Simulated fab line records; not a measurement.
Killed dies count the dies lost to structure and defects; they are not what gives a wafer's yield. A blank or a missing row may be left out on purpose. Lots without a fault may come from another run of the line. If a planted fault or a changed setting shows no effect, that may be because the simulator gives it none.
Matching of chambers :: flow n5_finfet :: N5_BEOL_M14_ETCH_59 on rie_diel-03 has 4 sister chambers
The step etches BARC in N2/H2, target depth 89 nm, overetch 26.7 nm, time 67.9 s. 20 wafers are shown with their chamber, then 10 later ones without.

## WAFERS WITH THEIR CHAMBER
wafer: L075.2
chamber: 3
throttle_valve_pct (%): 17.82
showerhead_plenum_p_Torr (Torr): 2.58
drypump_motor_current_A (A): 5.7

wafer: L075.3
chamber: 1
throttle_valve_pct (%): 17.54
showerhead_plenum_p_Torr (Torr): 2.69
drypump_motor_current_A (A): 5.7

wafer: L075.6
chamber: 2
throttle_valve_pct (%): 18.21
showerhead_plenum_p_Torr (Torr): 2.71
drypump_motor_current_A (A): 5.5

wafer: L074.1
chamber: 3
throttle_valve_pct (%): 17.82
showerhead_plenum_p_Torr (Torr): 2.58
drypump_motor_current_A (A): 5.7

wafer: L074.2
chamber: 2
throttle_valve_pct (%): 18.23
showerhead_plenum_p_Torr (Torr): 2.70
drypump_motor_current_A (A): 5.5

wafer: L074.6
chamber: 2
throttle_valve_pct (%): 18.21
showerhead_plenum_p_Torr (Torr): 2.70
drypump_motor_current_A (A): 5.5

wafer: L079.1
chamber: 2
throttle_valve_pct (%): 18.24
showerhead_plenum_p_Torr (Torr): 2.70
drypump_motor_current_A (A): 5.5

wafer: L079.5
chamber: 1
throttle_valve_pct (%): 17.57
showerhead_plenum_p_Torr (Torr): 2.68
drypump_motor_current_A (A): 5.7

wafer: L079.6
chamber: 0
throttle_valve_pct (%): 18.31
showerhead_plenum_p_Torr (Torr): 2.55
drypump_motor_current_A (A): 6.1

wafer: L081.3
chamber: 1
throttle_valve_pct (%): 17.57
showerhead_plenum_p_Torr (Torr): 2.68
drypump_motor_current_A (A): 5.6

wafer: L081.4
chamber: 0
throttle_valve_pct (%): 18.30
showerhead_plenum_p_Torr (Torr): 2.55
drypump_motor_current_A (A): 6.1

wafer: L081.5
chamber: 1
throttle_valve_pct (%): 17.58
showerhead_plenum_p_Torr (Torr): 2.68
drypump_motor_current_A (A): 5.6

wafer: L083.4
chamber: 3
throttle_valve_pct (%): 17.86
showerhead_plenum_p_Torr (Torr): 2.57
drypump_motor_current_A (A): 5.7

wafer: L083.5
chamber: 0
throttle_valve_pct (%): 18.34
showerhead_plenum_p_Torr (Torr): 2.54
drypump_motor_current_A (A): 6.1

wafer: L083.6
chamber: 1
throttle_valve_pct (%): 17.59
showerhead_plenum_p_Torr (Torr): 2.67
drypump_motor_current_A (A): 5.7

wafer: L086.2
chamber: 1
throttle_valve_pct (%): 17.60
showerhead_plenum_p_Torr (Torr): 2.67
drypump_motor_current_A (A): 5.6

wafer: L086.4
chamber: 2
throttle_valve_pct (%): 18.26
showerhead_plenum_p_Torr (Torr): 2.69
drypump_motor_current_A (A): 5.5

wafer: L086.6
chamber: 3
throttle_valve_pct (%): 17.86
showerhead_plenum_p_Torr (Torr): 2.57
drypump_motor_current_A (A): 5.6

wafer: L089.3
chamber: 1
throttle_valve_pct (%): 17.63
showerhead_plenum_p_Torr (Torr): 2.67
drypump_motor_current_A (A): 5.6

wafer: L089.4
chamber: 2
throttle_valve_pct (%): 18.28
showerhead_plenum_p_Torr (Torr): 2.69
drypump_motor_current_A (A): 5.5

SIGNATURES (averages over the wafers above)
reading: throttle_valve_pct
chamber 0: 18.3167
chamber 1: 17.5829
chamber 2: 18.2383
chamber 3: 17.8400
scatter within a chamber: 0.0263

reading: showerhead_plenum_p_Torr
chamber 0: 2.5467
chamber 1: 2.6771
chamber 2: 2.6983
chamber 3: 2.5750
scatter within a chamber: 0.00704

reading: drypump_motor_current_A
chamber 0: 6.100
chamber 1: 5.643
chamber 2: 5.500
chamber 3: 5.675
scatter within a chamber: 0.0392
Rule: a wafer's distance from a chamber is the root of the sum, over the readings, of the square of ((its reading less the chamber's mean) divided by the reading's scatter). The wafer belongs to the nearest chamber; if the next one is less than 2 further off, it can't be placed. The scatter: the root of (the sum of the squares of (reading less its chamber's mean) over the shown wafers, divided by (wafers less chambers)).

## WAFERS WITH NO CHAMBER GIVEN
wafer: L089.5
throttle_valve_pct (%): 17.62
showerhead_plenum_p_Torr (Torr): 2.67
drypump_motor_current_A (A): 5.7

wafer: L090.2
throttle_valve_pct (%): 18.28
showerhead_plenum_p_Torr (Torr): 2.68
drypump_motor_current_A (A): 5.5

wafer: L090.5
throttle_valve_pct (%): 17.62
showerhead_plenum_p_Torr (Torr): 2.67
drypump_motor_current_A (A): 5.6

wafer: L090.6
throttle_valve_pct (%): 18.30
showerhead_plenum_p_Torr (Torr): 2.69
drypump_motor_current_A (A): 5.5

wafer: L093.3
throttle_valve_pct (%): 18.37
showerhead_plenum_p_Torr (Torr): 2.53
drypump_motor_current_A (A): 6.2

wafer: L093.4
throttle_valve_pct (%): 18.29
showerhead_plenum_p_Torr (Torr): 2.68
drypump_motor_current_A (A): 5.5

wafer: L093.5
throttle_valve_pct (%): 17.90
showerhead_plenum_p_Torr (Torr): 2.56
drypump_motor_current_A (A): 5.7

wafer: L094.2
throttle_valve_pct (%): 17.90
showerhead_plenum_p_Torr (Torr): 2.56
drypump_motor_current_A (A): 5.6

wafer: L094.3
throttle_valve_pct (%): 18.31
showerhead_plenum_p_Torr (Torr): 2.68
drypump_motor_current_A (A): 5.5

wafer: L094.5
throttle_valve_pct (%): 18.38
showerhead_plenum_p_Torr (Torr): 2.53
drypump_motor_current_A (A): 6.1

## CHAMBER TAKEN BY EACH
wafer: L089.5
from the rows above: 1
in truth: 1

wafer: L090.2
from the rows above: 2
in truth: 2

wafer: L090.5
from the rows above: 1
in truth: 1

wafer: L090.6
from the rows above: 2
in truth: 2

wafer: L093.3
from the rows above: 0
in truth: 0

wafer: L093.4
from the rows above: 2
in truth: 2

wafer: L093.5
from the rows above: 3
in truth: 3

wafer: L094.2
from the rows above: 3
in truth: 3

wafer: L094.3
from the rows above: 2
in truth: 2

wafer: L094.5
from the rows above: 0
in truth: 0
Correct placement for 10 of the 10. Left unplaced by these rows: 0. Number placed wrongly: 0.
